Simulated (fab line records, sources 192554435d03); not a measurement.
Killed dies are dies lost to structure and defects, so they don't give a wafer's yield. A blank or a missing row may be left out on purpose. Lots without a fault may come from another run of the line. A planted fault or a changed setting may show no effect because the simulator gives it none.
A struck lot beside a sound one | flow n5_finfet | 36 steps out of a route of 1938
Sound: wafers L959.1, L959.2, L959.4. Struck: wafer L955.4. (L955.1, L955.6 of the same lot were not struck and are left out.) The cause comes at the end.
At each step with rows: each side's tool, then ch and its chambers, then its first start. Under that, the readings that differ: sound wafers | struck wafers | difference of the means | sigmas: that difference in standard deviations of wafers without a fault.
alike: readings whose means differ by less than 2 such deviations, and words and numbers that are the same on both sides. not compared: withheld readings, readings that some wafer has no value for, bounds like >300 that may hide the same value, and numbers for which the record gives no deviation and whose values overlap.
The two part at a step that has a row with sigmas, a row that says differs or no value, or rows on one side only. Numbers that don't overlap but have no deviation are shown without sigmas and don't part them. A reading that every wafer of one side lacks parts them only if that side has two wafers or more.

first, 9 steps without rows for these wafers: N5_BEOL_M4_ANNEAL_95 (time 240 s); N5_BEOL_M4_SPUTTER_96 (material Cu, target thk 4.5 nm, time 8.29 s); N5_BEOL_M4_ECD_50 (material Cu, target thk 300 nm); N5_BEOL_M4_ANNEAL_51 (time 90 s); N5_BEOL_M4_CMP_52 (polishes, stops on SiOC, t overpolish 6.8 s, target thk 40 nm); N5_BEOL_M4_PRE_CLEAN_60 (time 15 s); N5_BEOL_M4_CO_CAP_55 (material Co, precursor CCTBA/H2, target thk 2 nm, time 102.1 s); N5_BEOL_M4_PRE_CLEAN_56 (time 15 s); N5_BEOL_M4_DEP_57 (deposits SiCN from 3MS/NH3, target thk 8 nm, time 14 s).
N5_BEOL_M4_RC_MEAS_101:
  sound on prober-02 ch 0, day 14 07:03; struck on prober-02 ch 0, day 12 22:35
  reading       | sound          | struck | difference | sigmas
  SS_N (mV/dec) | 70.7 70.8 70.7 | 72.4   | +1.7       | +2
  alike: DIBL_N, DIBL_P, IOFF_N, IOFF_P, ION_N, ION_P, SS_P, VT_N, VT_P
then, 24 steps without rows for these wafers: N5_BEOL_M5_ILD_DEP_00 (deposits SiCOH lowk from DEMS/porogen, target thk 140.64 nm, time 25.9 s); N5_BEOL_M5_CURE_79 (cures SiCOH lowk, time 240 s); N5_BEOL_M5_PECVD_70 (deposits SiO2 from TEOS/O2, target thk 16 nm, time 18 s); N5_BEOL_M5_HM_DEP_02 (deposits TiN, target thk 20 nm); N5_BEOL_M5_COAT_59 (time 60 s, resist thk 60 nm); N5_BEOL_M5_COAT_60 (time 60 s, resist thk 12 nm); N5_BEOL_M5_COAT_71 (time 60 s, resist thk 5 nm); N5_BEOL_M5_COAT_05 (resist thk 30 nm); N5_BEOL_M5_EBR_07; N5_BEOL_M5_SOFTBAKE_06 (time 60 s); N5_BEOL_M5_EXPOSE_08 (exposes mask M5, target cd 28 nm); N5_BEOL_M5_PEB_09 (peb time 60 s); N5_BEOL_M5_DEVELOP_10 (develop time 30 s); N5_BEOL_M5_DESCUM_16 (chemistry O2, time 7 s); N5_BEOL_M5_ETCH_72 (etches underlayer in N2/H2, target depth 6.5 nm, time 5.2 s); N5_BEOL_M5_ETCH_61 (etches SiARC in CF4, target depth 15.6 nm, time 26 s); N5_BEOL_M5_ETCH_62 (etches SOC in N2/H2, target depth 75 nm, overetch 15 nm, time 112.5 s); N5_BEOL_M5_STRIP_63 (strips in N2/H2); N5_BEOL_M5_STRIP_73 (strips in N2/H2); N5_BEOL_M5_STRIP_64 (strips in CF4); N5_BEOL_M5_HM_OPEN_17 (chemistry Cl2/BCl3, target TiN, target depth 20 nm, overetch 6 nm); N5_BEOL_M5_STRIP_19 (strips in O2); N5_BEOL_M5_COAT_65 (time 60 s, resist thk 60 nm); N5_BEOL_M5_COAT_66 (time 60 s, resist thk 12 nm).
-- the record jumps here: 4 days lie between the struck wafers' starts before and after (it left off in module BEOL_M5 and takes up again in module PASSIVATION, whose first step shown is number 1936 of the route) --
N5_PASSIVATION_SPUTTER_20: material TaN, target thk 50 nm.
  sound on pvd_sputter-03, day 18 10:16; struck on pvd_sputter-02, day 16 22:01
  reading                                         | sound      | struck | difference | sigmas
  model.TaN_of_PASSIVATION_SPUTTER_20.thk_nm (nm) | 50.6 49 49 | 77.4   | +27.9      |
  alike: chamber_pressure_pa, throttle_valve_pct
N5_PASSIVATION_PROBE_49:
  the record has rows for the struck wafers here (prober-01, day 17 04:08) and none for the sound ones

WHERE THEY PART
First at N5_BEOL_M4_RC_MEAS_101; last, within this record, at N5_PASSIVATION_PROBE_49.

WHY: what the simulator had put in
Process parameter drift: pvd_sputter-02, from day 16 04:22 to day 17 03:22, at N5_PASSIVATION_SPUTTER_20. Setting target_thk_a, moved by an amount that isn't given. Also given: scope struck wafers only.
